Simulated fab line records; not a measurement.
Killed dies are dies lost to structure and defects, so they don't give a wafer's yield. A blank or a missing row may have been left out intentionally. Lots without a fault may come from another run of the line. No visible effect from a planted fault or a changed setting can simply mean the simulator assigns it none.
fab line records	flow n5-finfet	part 1 of 2: steps 1 to 15 of 16
record: lots: 7	wafers: 20	last-day: 17
route steps=1938 shown MOL_CONTACT_COAG@612 BEOL_M4@1111 PASSIVATION@1936
lots untouched by any fault: they come from a run of this same line in which no faults occurred
start-h: hours from the record's first day to the start of the lot's first wafer shown	wait-h: hours from the lot's prior step to this one	" repeats the value in the row above	L1.1+2: a single row standing in for several wafers	- either no value or no given start	* or withheld: withheld	< > ~ a bound
route shown NAME@n: names a module that has steps shown in the file, with the first one's number in the route	usual: the fault-free wafers' mean and standard deviation	same: alike in all rows	chamber/n: place in a boat	sites: readings site by site	_std_site: their standard deviation	_edge_site: the outer-site mean with the inner-site mean subtracted	radius-mm: how far each site lies from the wafer's centre	mask NAME#n: copy n	behind: the tool/chamber that last shaped the wafer	hold: what put the lot on hold/how long, in hours/how the hold closed	device: the n, p or np transistor that did not switch	end of line: the same wafers' tests at the end of the route	a step without rows: its recipe alone	killed: dies lost to structure and defects at the first sort, not the wafer's yield	map: dies across one wafer; x = killed, . = not, _ = none there
set.NAME: setting as actually run; set.NAME@STEP: the setting as run at that earlier step	model.NAME: the simulator's own value behind a step, which no gauge read
lots seen at some steps along the route; tables by step, rows by wafer
services: from which hour (start-h, from the record's first day; less than 0 if before it) a tool's chamber was out of use, for how many hours, and why
== steps ==
step: N5_MOL_CONTACT_COAG_STRIP_69
recipe: chemistry: N2/H2	temp-c: 40	n2-flow-sccm: 200	h2-flow-sccm: 200	rf-frequency-hz: 6e+07
step: N5_MOL_CONTACT_COAG_ETCHBACK_136
recipe: chemistry: CHF3	target: SiO2	target-depth-a: 250	time-s: 16.7	ion-energy-ev: 200	pressure-mtorr: 30	source-w: 610	bias-w: 170	Ar_flow_sccm: 200	CHF3_flow_sccm: 50
usual: CHF3_flow_sccm: 49.97/0.16	drypump-motor-current-A: 5.5/0.4	oes-product-au: 0.78/0.089	rf-fwd-power-W: 599/3.1	rf-vpp-V: 530/19	showerhead-plenum-p-Torr: 2.38/0.093	throttle-valve-pct: 18.73/0.25
lot.wafer	tool	chamber	start-h	wait-h	CHF3_flow_sccm	drypump-motor-current-A	oes-product-au	rf-fwd-power-W	rf-hours-counter-h	rf-vpp-V	showerhead-plenum-p-Torr	throttle-valve-pct
L995.1	rie-diel-05	1	138.45	0.0	49.97	5.6	0.81	597	59	523	2.33	18.52
L995.2	"	2	"	"	50.05	5.7	0.79	597	132	516	2.20	19.10
L995.5	"	0	"	"	49.97	4.9	0.72	593	-	512	2.26	18.79
L996.1	rie-diel-05	0	144.71	0.0	50.00	4.8	0.72	596	185	512	2.26	18.77
L996.2	"	3	"	"	50.10	5.0	0.72	602	208	514	2.44	18.70
L996.5	"	2	"	"	49.63	5.7	0.79	599	-	517	2.20	19.09
L997.4	rie-diel-01	3	147.57	0.0	49.73	5.9	0.72	598	193	561	2.45	18.80
L997.5	"	2	"	"	49.91	5.4	0.86	602	-	553	2.42	18.60
L997.6	"	3	"	"	49.65	5.9	0.71	597	-	563	2.45	18.78
L998.1	rie-diel-05	2	150.83	0.0	50.19	5.7	0.79	598	136	515	2.20	19.10
L998.3	"	3	"	"	50.10	5.0	0.71	599	210	514	2.44	18.70
L998.4	"	1	"	"	50.00	5.6	0.79	597	-	524	2.33	18.52
L108.4	rie-diel-01	1	219.18	0.0	50.06	5.2	0.74	598	168	515	2.36	18.83
L108.6	"	3	"	"	49.94	6.0	0.70	596	-	563	2.45	18.83
L111.1	rie-diel-04	3	238.00	0.0	50.01	5.0	0.90	600	22	515	2.42	18.16
L111.3	"	2	"	"	49.82	5.7	0.95	604	3	557	2.46	18.90
L111.5	"	0	"	"	50.16	6.0	0.86	598	-	540	2.45	18.61
L112.1	rie-diel-01	0	241.64	0.0	50.12	6.0	0.86	603	62	565	2.32	18.49
L112.2	"	1	"	"	49.69	5.2	0.72	596	176	513	2.36	18.85
L112.4	"	3	"	"	49.96	5.9	0.69	595	221	561	2.44	18.83
step: N5_MOL_CONTACT_COAG_STRIP_120
recipe: chemistry: CHF3	resist: SiARC	rf-frequency-hz: 6e+07
step: N5_MOL_CONTACT_COAG_VIA_ETCH_117
recipe: chemistry: C4F6/O2	target-depth-a: 400	overetch-a: 80	mask-material: SOC	target: SiO2	bias-w: 455	pressure-mtorr: 10	time-s: 26	source-w: 325	Ar_flow_sccm: 300	C4F6_flow_sccm: 10	O2_flow_sccm: 10	ion-energy-ev: 575.3	ends: end-point
usual: drypump-motor-current-A: 5.5/0.4	oes-product-au: 0.70/0.078	rf-fwd-power-W: 320.3/1.6	rf-vpp-V: 1604/54	showerhead-plenum-p-Torr: 2.84/0.11	throttle-valve-pct: 41.1/0.49
lot.wafer	tool	chamber	start-h	wait-h	drypump-motor-current-A	oes-product-au	rf-fwd-power-W	rf-hours-counter-h	rf-vpp-V	showerhead-plenum-p-Torr	throttle-valve-pct
L995.1	rie-diel-05	1	138.48	0.0	5.6	0.75	320.1	59	1585	2.78	41.0
L995.2	"	2	"	"	5.7	0.70	320.9	132	1562	2.63	42.0
L995.5	"	0	"	"	4.9	0.64	319.7	-	1551	2.69	40.8
L996.1	rie-diel-05	0	144.74	0.0	4.8	0.63	319.7	185	1551	2.69	40.8
L996.2	"	3	"	"	5.0	0.62	320.5	208	1558	2.90	40.3
L996.5	"	2	"	"	5.7	0.70	319.8	-	1564	2.63	41.9
L997.4	rie-diel-01	3	147.61	0.0	5.9	0.64	318.0	193	1695	2.93	41.0
L997.5	"	2	"	"	5.4	0.75	320.7	-	1668	2.89	41.5
L997.6	"	3	"	"	5.9	0.64	318.5	-	1695	2.93	41.0
L998.1	rie-diel-05	2	150.87	0.0	5.7	0.70	320.0	136	1564	2.63	42.0
L998.3	"	3	"	"	5.0	0.62	320.8	210	1558	2.90	40.3
L998.4	"	1	"	"	5.6	0.75	321.9	-	1585	2.78	41.0
L108.4	rie-diel-01	1	219.22	0.0	5.2	0.67	319.8	168	1562	2.82	41.1
L108.6	"	3	"	"	5.9	0.63	318.5	-	1694	2.92	41.0
L111.1	rie-diel-04	3	238.04	0.0	5.1	0.78	320.4	22	1561	2.90	40.1
L111.3	"	2	"	"	5.7	0.88	322.6	3	1676	2.93	42.3
L111.5	"	0	"	"	6.0	0.79	318.4	-	1626	2.93	41.4
L112.1	rie-diel-01	0	241.68	0.0	6.0	0.78	322.1	62	1704	2.76	40.9
L112.2	"	1	"	"	5.2	0.67	318.0	176	1562	2.82	41.2
L112.4	"	3	"	"	5.9	0.62	318.6	221	1694	2.92	41.0
step: N5_MOL_CONTACT_COAG_ETCH_124
recipe: chemistry: CH3F/O2	target: SiNx	target-depth-a: 65	mask-material: SOC	stop-on: SiOC	over-etch-frac: 0.3	ion-energy-ev: 120	pressure-mtorr: 30	source-w: 395	bias-w: 73	Ar_flow_sccm: 150	CH3F_flow_sccm: 30	O2_flow_sccm: 20	ends: end-point
usual: drypump-motor-current-A: 5.5/0.4	oes-product-au: 0.67/0.075	rf-fwd-power-W: 390.8/1.5	rf-vpp-V: 300/11	showerhead-plenum-p-Torr: 2.00/0.082	throttle-valve-pct: 16.33/0.25
same: over-etch-frac: 0.3
lot.wafer	tool	chamber	start-h	wait-h	drypump-motor-current-A	oes-product-au	rf-fwd-power-W	rf-hours-counter-h	rf-vpp-V	showerhead-plenum-p-Torr	throttle-valve-pct
L995.1	rie-diel-05	1	138.51	0.0	5.6	0.70	392.3	59	295	1.95	16.08
L995.2	"	2	"	"	5.7	0.67	388.3	132	294	1.85	16.68
L995.5	"	0	"	"	4.9	0.60	387.7	-	290	1.89	16.38
L996.1	rie-diel-05	0	144.77	0.0	4.9	0.60	389.0	185	289	1.89	16.39
L996.2	"	3	"	"	5.0	0.60	391.5	208	291	2.05	16.36
L996.5	"	2	"	"	5.7	0.66	390.0	-	294	1.85	16.68
L997.4	rie-diel-01	3	147.64	0.0	5.9	0.62	391.0	193	319	2.07	16.45
L997.5	"	2	"	"	5.4	0.73	391.7	-	314	2.04	16.20
L997.6	"	3	"	"	5.9	0.62	392.1	-	318	2.07	16.43
L998.1	rie-diel-05	2	150.90	0.0	5.7	0.67	391.2	136	292	1.85	16.71
L998.3	"	3	"	"	5.0	0.60	390.6	210	292	2.05	16.37
L998.4	"	1	"	"	5.5	0.69	390.3	-	296	1.95	16.09
L108.4	rie-diel-01	1	219.25	0.0	5.2	0.64	389.8	168	291	1.99	16.44
L108.6	"	3	"	"	5.9	0.60	390.5	-	319	2.06	16.48
L111.1	rie-diel-04	3	238.07	0.0	5.0	0.76	392.4	22	293	2.04	15.77
L111.3	"	2	"	"	5.6	0.81	391.6	3	314	2.06	16.41
L111.5	"	0	"	"	6.0	0.74	391.0	-	306	2.06	16.17
L112.1	rie-diel-01	0	241.70	0.0	6.0	0.75	393.9	62	319	1.94	16.06
L112.2	"	1	"	"	5.2	0.62	388.9	176	293	1.98	16.46
L112.4	"	3	"	"	5.9	0.60	387.8	221	318	2.06	16.50
step: N5_MOL_CONTACT_COAG_ETCH_48
recipe: chemistry: C4F6/O2	target-depth-a: 150	overetch-a: 45	mask-material: SOC	target: SiOC	bias-w: 465	pressure-mtorr: 10	time-s: 17	source-w: 335	Ar_flow_sccm: 300	C4F6_flow_sccm: 10	O2_flow_sccm: 10	ion-energy-ev: 576
step: N5_MOL_CONTACT_COAG_STRIP_72
recipe: chemistry: N2/H2	power-w: 450	temp-c: 40	pressure-mtorr: 20	rf-frequency-hz: 6e+07	overash-fraction: 3	bias-power-w: 7	h2-frac: 0.5	n2-flow-sccm: 200	h2-flow-sccm: 200
usual: drypump-motor-current-A: 5.5/0.4	oes-product-au: 0.78/0.09	rf-vpp-V: 59.0/1.9	showerhead-plenum-p-Torr: 2.53/0.093	throttle-valve-pct: 23.6/0.31
lot.wafer	tool	chamber	start-h	wait-h	drypump-motor-current-A	oes-product-au	rf-hours-counter-h	rf-vpp-V	showerhead-plenum-p-Torr	throttle-valve-pct
L995.1	rie-diel-05	1	138.60	0.0	5.6	0.81	59	60.0	2.47	23.5
L995.2	"	2	"	"	5.7	0.78	132	60.6	2.36	24.3
L995.5	"	0	"	"	4.9	0.73	-	58.0	2.44	23.8
L996.1	rie-diel-05	0	144.87	0.0	4.8	0.72	185	62.6	2.44	23.8
L996.2	"	3	"	"	5.0	0.70	208	55.9	2.61	23.3
L996.5	"	2	"	"	5.7	0.78	-	58.2	2.36	24.4
L997.4	rie-diel-01	3	147.73	0.0	5.9	0.71	193	58.5	2.64	23.8
L997.5	"	2	"	"	5.4	0.85	-	61.3	2.56	23.3
L997.6	"	3	"	"	6.0	0.71	-	62.7	2.63	23.8
L998.1	rie-diel-05	2	150.99	0.0	5.7	0.77	136	60.7	2.35	24.3
L998.3	"	3	"	"	5.0	0.73	210	61.2	2.61	23.3
L998.4	"	1	"	"	5.6	0.79	-	58.0	2.47	23.4
L108.4	rie-diel-01	1	219.34	0.0	5.2	0.74	168	63.3	2.52	23.7
L108.6	"	3	"	"	5.9	0.70	-	61.0	2.62	23.8
L111.1	rie-diel-04	3	238.16	0.0	5.0	0.87	22	60.6	2.61	23.2
L111.3	"	2	"	"	5.7	0.95	3	60.7	2.57	23.5
L111.5	"	0	"	"	6.0	0.88	-	56.5	2.58	23.2
L112.1	rie-diel-01	0	241.80	0.0	6.0	0.89	62	56.8	2.45	23.4
L112.2	"	1	"	"	5.2	0.76	176	56.2	2.52	23.7
L112.4	"	3	"	"	5.9	0.69	221	59.1	2.62	23.8
step: N5_MOL_CONTACT_COAG_STRIP_49
recipe: chemistry: N2/H2	time-s: 30	power-w: 1000	temp-c: 250	pressure-mtorr: withheld	n2-flow-sccm: 1750	h2-flow-sccm: 3250
usual: drypump-motor-current-A: 5.9/0.79	heater-power-w: 327/13
lot.wafer	tool	chamber	start-h	wait-h	drypump-motor-current-A	heater-power-w	rf-hours-counter-h
L995.1	plasma-asher-01	1	138.69	-	6.6	320	94
L995.2	"	0	"	"	5.4	342	94
L995.5	"	0	"	"	5.4	347	-
L996.1	plasma-asher-01	1	144.97	-	6.5	322	95
L996.2	"	0	"	"	5.4	353	95
L996.5	"	1	"	"	6.5	326	-
L997.4	plasma-asher-01	1	147.83	-	6.5	327	-
L997.5	"	0	"	"	5.4	336	-
L997.6	"	1	"	"	6.5	321	-
L998.1	plasma-asher-02	0	151.07	-	6.7	329	54
L998.3	"	1	"	"	4.8	307	-
L998.4	"	0	"	"	6.7	329	-
L108.4	plasma-asher-02	1	219.45	-	4.8	315	-
L108.6	"	1	"	"	4.8	302	-
L111.1	plasma-asher-02	1	238.24	-	4.8	309	72
L111.3	"	1	"	"	4.8	311	-
L111.5	"	0	"	"	6.7	333	-
L112.1	plasma-asher-02	0	241.89	-	6.7	322	74
L112.2	"	1	"	"	4.8	322	74
L112.4	"	1	"	"	4.9	304	-
step: N5_MOL_CONTACT_COAG_PRECLEAN_138
recipe: chemistry: alkaline-clean	temp-c: 60	time-s: 60	do-ppb: 50
step: N5_MOL_CONTACT_COAG_SRD_139
recipe: dry: ipa-marangoni	time-s: 30	temp-c: 23	rinse-liquid: diw
step: N5_MOL_CONTACT_COAG_CD_MEAS_101
recipe: target-cd-nm: 16
usual: cd-nm: 16.0/0.4
lot.wafer	tool	chamber	start-h	wait-h	cd-nm
L995.1	cd-sem-02	-	138.83	0.0	15.8
L995.2	"	-	"	"	16.6
L995.5	"	-	"	"	15.9
L996.1	cd-sem-01	-	145.11	0.0	15.7
L996.2	"	-	"	"	16.3
L996.5	"	-	"	"	15.7
L997.4	cd-sem-03	-	147.96	0.0	16.2
L997.5	"	-	"	"	16.2
L997.6	"	-	"	"	16.8
L998.1	cd-sem-03	-	151.22	0.0	16.5
L998.3	"	-	"	"	16.1
L998.4	"	-	"	"	15.7
L108.4	cd-sem-02	-	219.58	0.0	15.4
L108.6	"	-	"	"	16.2
L111.1	cd-sem-02	-	238.39	0.0	15.9
L111.3	"	-	"	"	15.7
L111.5	"	-	"	"	15.5
L112.1	cd-sem-01	-	242.04	0.0	15.9
L112.2	"	-	"	"	16.1
L112.4	"	-	"	"	15.9
step: N5_MOL_CONTACT_COAG_PRE_CLEAN_121
recipe: gas: H2/He	time-s: *	temp-c: withheld
step: N5_MOL_CONTACT_COAG_CVD_140
recipe: material: W	target-thk-a: 665	mode: selective-fill	temp-c: 300	time-s: 215
usual: heater-power-outer-w: 276/56	heater-power-w: 503/87
lot.wafer	tool	chamber	start-h	wait-h	heater-power-outer-w	heater-power-w
L995.1	cvd-w-02	1	138.96	0.1	207	402
L995.2	"	0	"	"	286	527
L995.5	"	0	"	"	286	545
L996.1	cvd-w-01	1	145.24	0.1	-	-
L996.2	"	0	"	"	-	-
L996.5	"	1	"	"	-	-
L997.4	cvd-w-01	0	148.17	0.1	-	-
L997.5	"	0	"	"	-	-
L997.6	"	1	"	"	-	-
L998.1	cvd-w-02	0	151.35	0.1	-	-
L998.3	"	0	"	"	-	-
L998.4	"	1	"	"	-	-
L108.4	cvd-w-02	0	219.79	0.1	295	542
L108.6	"	0	"	"	289	541
L111.1	cvd-w-02	1	238.52	0.1	208	402
L111.3	"	0	"	"	287	549
L111.5	"	0	"	"	288	544
L112.1	cvd-w-02	0	242.17	0.1	289	523
L112.2	"	1	"	"	214	411
L112.4	"	1	"	"	210	403
step: N5_MOL_CONTACT_COAG_PRECLEAN_127
recipe: chemistry: DIW	time-s: 57.5	temp-c: 23
step: N5_BEOL_M4_RC_MEAS_101
usual: DIBL_N: 36.1/2	DIBL_P: 36.3/2.4	IOFF_N: 0.15/0.035	IOFF_P: 0.21/0.039	ION_N: 672/15	ION_P: 463/9.7	SS_N: 71.5/0.7	SS_P: 73.2/0.75	VT_N: 251/3.6	VT_P: -250/3.8
lot.wafer	tool	chamber	start-h	wait-h	DIBL_N[mV/V]	DIBL_P[mV/V]	IOFF_N[nA/um]	IOFF_P[nA/um]	ION_N[uA/um]	ION_P[uA/um]	SS_N[mV/dec]	SS_P[mV/dec]	VT_N[mV]	VT_P[mV]
L995.1	prober-02	0	206.40	0.0	36.7	37.1	0.15	0.19	663	453	71.9	73.7	251	-254
L995.2	"	0	"	"	37.2	37.9	0.16	0.20	680	461	71.2	74.1	251	-251
L995.5	"	0	"	"	35.5	34.0	0.12	0.15	641	444	70.8	72.2	257	-255
L108.4	prober-01	0	285.06	0.5	36.6	36.7	0.15	0.19	659	452	71.8	73.6	252	-252
L108.6	"	0	"	"	40.2	41.1	0.23	0.25	691	461	72.5	75.3	251	-251
L112.1	prober-02	0	306.59	0.0	37.4	37.0	0.18	0.25	682	466	71.8	73.7	247	-246
L112.2	"	0	"	"	34.5	33.2	0.13	0.19	672	467	70.8	72.8	253	-248
L112.4	"	0	"	"	35.6	34.8	0.14	0.21	681	475	71.1	73.0	249	-248
L111.1	prober-01	0	310.95	0.0	39.8	40.2	0.20	0.29	699	476	72.3	73.3	248	-243
L111.3	"	0	"	"	38.9	37.7	0.18	0.23	682	461	72.0	73.3	248	-250
L111.5	"	0	"	"	35.8	34.4	0.12	0.18	650	457	71.3	73.0	254	-248
== key ==
first-sign: step: N5_MOL_CONTACT_COAG_CVD_140	reading: tool-record	direction: missing
effect: step: N5_PASSIVATION_PROBE_49	reading: killed-at-contacts	direction: up	sigmas: 99+	usual: 13	struck: 1095
more-kills-born-at: N5_MOL_CONTACT_COAG_CVD_140@cvd-w-01: 6460	N5_MOL_CONTACT_COAG_CVD_140@cvd-w-02: 3280
met-at N5_MOL_CONTACT_COAG_CVD_140
struck-wafers L996.1,L996.2,L996.5,L997.4,L997.5,L997.6,L998.1,L998.3,L998.4
later-rows-left-out L996.1,L996.2,L996.5,L997.4,L997.5,L997.6,L998.1,L998.3,L998.4
onset-between 138.96 145.24
fault: kind: skipped-step-whole	tool: cvd-w-01,cvd-w-02	chamber: -	onset-h: 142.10	steps: N5_MOL_CONTACT_COAG_CVD_140	scope: struck-lots-only
later-rows-left-out: the simulator's readings of these wafers behind a module that went badly wrong aren't trusted and aren't shown, but for the sort
